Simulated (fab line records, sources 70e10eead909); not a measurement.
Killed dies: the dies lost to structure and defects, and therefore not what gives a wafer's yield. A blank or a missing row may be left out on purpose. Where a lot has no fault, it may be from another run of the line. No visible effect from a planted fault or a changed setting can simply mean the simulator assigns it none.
A lot that was struck, set against a sound lot | flow nandHarc | 14 out of 1159 route steps
Sound: wafers L271.1, L271.3, L271.6. The struck wafers were L283.2, L283.3, L283.4. Last of all comes the cause.
At each step with rows: each side's tool, then ch and its chambers, then its first start. Under that, the readings that differ: sound wafers | struck wafers | difference of the means | sigmas: that difference in standard deviations of wafers without a fault.
alike: words and numbers the same on both sides, and readings whose means are apart by under 2 such deviations; not compared: readings that were withheld, readings missing a value for some wafer, numbers with overlapping values and no deviation given by the record, and bounds like >300 which may hide the same value.
Wherever a step has rows on one side only, a row that says differs or no value, or a row with sigmas, the two part there. Numbers that have no deviation but don't overlap get no sigmas and don't part them. A reading that every wafer of one side lacks parts them only if that side has two wafers or more.

NHARC_P_M2_PRE_CLEAN_32: time 12 s.
  sound on pecvd-01 ch 0,2, day 7 06:57; struck on pecvd-02 ch 0,1,2, day 10 09:04
reading          | sound       | struck      | difference | sigmas
heaterPowerW (W) | 751 709 696 | 574 661 556 | -122       | -2
  not compared: sinceWetCleanH
NHARC_P_M2_DEP_33: deposits SiCN, target thk 30 nm.
  sound on pecvd-01 ch 0,2, day 7 07:02; struck on pecvd-02 ch 0,1,2, day 10 09:08
  alike: heaterPowerW
  not compared: sinceWetCleanH
NHARC_P_BONDPAD_DEP_00: deposits SiCN, target thk 250 nm.
  sound on pecvd-01 ch 0,1,2; struck on pecvd-01 ch 1,2, day 10 09:33
  alike: heaterPowerW
  not compared: sinceWetCleanH
NHARC_P_BONDPAD_CMP_32: polishes SiCN, target thk 200 nm.
  sound on cmp-03 ch 0,2,3, day 7 07:52; struck on cmp-02 ch 0,1,2, day 10 10:05
  alike: motorCurrentA
NHARC_P_BONDPAD_THK_MEAS_33: measures by ellipsometry.
  sound: filmMetro-01 at day 7 08:05; struck: filmMetro-02 at day 10 10:20
  alike: thkNm
then, 7 steps without rows for these wafers: NHARC_P_BONDPAD_SRD_34; NHARC_P_BONDPAD_DEHYDRATE_01 (time 120 s); NHARC_P_BONDPAD_HMDS_02 (time 30 s); NHARC_P_BONDPAD_COAT_36 (time 65 s); NHARC_P_BONDPAD_COAT_03 (resist thk 600 nm); NHARC_P_BONDPAD_SOFTBAKE_04 (time 70 s); NHARC_P_BONDPAD_EBR_05.
NHARC_P_BONDPAD_EXPOSE_06: exposes mask P BPAD.
  sound on krfScanner-04 ch 0, day 7 08:23; struck on krfScanner-01, day 10 10:38
  no value came back on the struck wafers for exposureDoseMJCm2, focusOffsetNm (nm); on the sound wafers exposureDoseMJCm2 reads 37.08 37.14 37.06
  alike: mask
then, 1 step without rows for these wafers: NHARC_P_BONDPAD_PEB_07 (peb time 80 s).

== WHERE THEY PART ==
Earliest at NHARC_P_M2_PRE_CLEAN_32; latest, in this record, at NHARC_P_BONDPAD_EXPOSE_06.

WHY: what had been put in by the simulator
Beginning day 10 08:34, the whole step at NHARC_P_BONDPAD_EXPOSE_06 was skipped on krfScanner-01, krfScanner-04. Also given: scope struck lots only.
